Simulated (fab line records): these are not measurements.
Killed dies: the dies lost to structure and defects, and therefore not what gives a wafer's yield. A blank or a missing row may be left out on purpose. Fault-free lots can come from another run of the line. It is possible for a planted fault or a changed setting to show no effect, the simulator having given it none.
Matching of chambers + flow n5_finfet + N5_BEOL_M5_PECVD_70 on pecvd-01 has 3 sister chambers
The step deposits SiO2 from TEOS/O2, target thk 16 nm, time 18 s. 3 wafers are shown with their chamber, then 12 later ones without.

WAFERS PAIRED WITH THEIR CHAMBERS
| wafer  | chamber | showerhead_plenum_p_Torr (Torr) |
|--------|---------|---------------------------------|
| L086.6 | 1       | 8.72                            |
| L090.4 | 2       | 8.77                            |
| L090.5 | 0       | 8.88                            |

WAFERS WHOSE CHAMBER IS MISSING
| wafer  | showerhead_plenum_p_Torr (Torr) |
|--------|---------------------------------|
| L089.2 | 8.87                            |
| L089.3 | 8.75                            |
| L089.4 | 8.75                            |
| L094.1 | 8.86                            |
| L094.2 | 8.70                            |
| L094.5 | 8.70                            |
| L095.2 | 8.74                            |
| L095.3 | 8.87                            |
| L095.4 | 8.76                            |
| L096.2 | 8.85                            |
| L096.3 | 8.74                            |
| L096.4 | 8.72                            |

CHAMBER TAKEN BY EACH
| wafer  | from the rows above     | in truth |
|--------|-------------------------|----------|
| L089.2 | 0                       | 0        |
| L089.3 | can't be placed: 2 or 1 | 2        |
| L089.4 | can't be placed: 2 or 1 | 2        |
| L094.1 | 0                       | 0        |
| L094.2 | 1                       | 1        |
| L094.5 | 1                       | 1        |
| L095.2 | can't be placed: 1 or 2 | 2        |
| L095.3 | 0                       | 0        |
| L095.4 | can't be placed: 2 or 1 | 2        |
| L096.2 | 0                       | 0        |
| L096.3 | can't be placed: 1 or 2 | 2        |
| L096.4 | 1                       | 1        |
Placed correctly: 7 of 12. Not placeable from these rows: 5 (in 5, the candidates include the true chamber). Placed wrongly: 0.
How it was worked out, from the rows above alone: a wafer's distance from a chamber is the root of the sum, over the readings, of the square of ((its reading less the chamber's mean) divided by the reading's scatter). If the next closest chamber is less than 2 further off than the closest, the wafer can't be placed; otherwise it belongs to the closest. For every chamber, the mean is computed from those of its wafers that are shown. The scatter (one wafer shown for each chamber): square how far every hidden wafer sits from the nearest shown wafer, average those squares and take the square root.
